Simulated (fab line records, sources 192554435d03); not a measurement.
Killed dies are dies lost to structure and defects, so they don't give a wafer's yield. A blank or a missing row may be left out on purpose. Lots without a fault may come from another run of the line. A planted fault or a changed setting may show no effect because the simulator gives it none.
Chamber matching | flow n5_finfet | N5_BEOL_M4_PECVD_72 on pecvd-04: 3 sister chambers
The step deposits SiO2 from TEOS/O2, target thk 16 nm, time 18 s. 20 wafers are shown with their chamber, then 10 later ones without.

WAFERS WITH THEIR CHAMBER
wafer  | chamber | throttle_valve_pct (%) | showerhead_plenum_p_Torr (Torr) | heater_power_w (W)
L074.3 | 0       | 20.1                   | 8.84                            | 883
L074.4 | 2       | 22.0                   | 8.78                            | 873
L074.5 | 0       | 20.6                   | 8.84                            | 865
L077.1 | 1       | 21.5                   | 8.74                            | 857
L077.3 | 0       | 20.7                   | 8.85                            | 819
L077.6 | 0       | 20.6                   | 8.86                            | 789
L078.1 | 0       | 20.4                   | 8.86                            | 880
L078.4 | 1       | 21.5                   | 8.71                            | 925
L078.5 | 2       | 22.2                   | 8.80                            | 777
L080.1 | 2       | 22.4                   | 8.80                            | 838
L080.3 | 1       | 21.6                   | 8.70                            | 997
L080.5 | 1       | 21.4                   | 8.72                            | 966
L081.1 | 0       | 20.6                   | 8.85                            | 842
L081.2 | 2       | 22.2                   | 8.78                            | 762
L081.5 | 2       | 22.3                   | 8.77                            | 750
L083.4 | 1       | 21.5                   | 8.71                            | 877
L083.5 | 0       | 20.5                   | 8.85                            | 890
L083.6 | 1       | 21.5                   | 8.70                            | 886
L084.2 | 0       | 20.6                   | 8.84                            | 790
L084.4 | 0       | 20.5                   | 8.86                            | 807

SIGNATURES (means of the wafers above)
reading                  | chamber 0 | chamber 1 | chamber 2 | scatter within a chamber
throttle_valve_pct       | 20.511    | 21.500    | 22.220    | 0.145
showerhead_plenum_p_Torr | 8.8500    | 8.7133    | 8.7860    | 0.012
heater_power_w           | 840.56    | 918.00    | 800.00    | 48.2
Rule: a wafer's distance from a chamber is the root of the sum, over the readings, of the square of ((its reading less the chamber's mean) divided by the reading's scatter). The wafer belongs to the nearest chamber; if the next one is less than 2 further off, it can't be placed. The scatter: the root of (the sum of the squares of (reading less its chamber's mean) over the shown wafers, divided by (wafers less chambers)).

WAFERS WITHOUT THEIR CHAMBER
wafer  | throttle_valve_pct (%) | showerhead_plenum_p_Torr (Torr) | heater_power_w (W)
L084.5 | 21.7                   | 8.72                            | 853
L085.2 | 20.6                   | 8.76                            | 787
L085.4 | 21.5                   | 8.71                            | 888
L085.6 | 20.4                   | 8.85                            | 869
L091.2 | 20.6                   | 8.74                            | 883
L091.4 | 20.4                   | 8.86                            | 838
L091.6 | 21.8                   | 8.71                            | 892
L095.2 | 20.6                   | 8.86                            | 777
L095.3 | 20.7                   | 8.75                            | 865
L095.4 | 20.6                   | 8.85                            | 780

WHICH CHAMBER EACH WENT THROUGH
wafer  | from the rows above     | in truth
L084.5 | 1                       | 1
L085.2 | can't be placed: 0 or 1 | 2
L085.4 | 1                       | 1
L085.6 | 0                       | 0
L091.2 | 1                       | 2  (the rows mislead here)
L091.4 | 0                       | 0
L091.6 | 1                       | 1
L095.2 | 0                       | 0
L095.3 | 1                       | 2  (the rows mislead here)
L095.4 | 0                       | 0
Placed correctly: 7 of 10. Can't be placed from these rows: 1 (the true chamber is among the candidates in 0). Placed wrongly: 2.
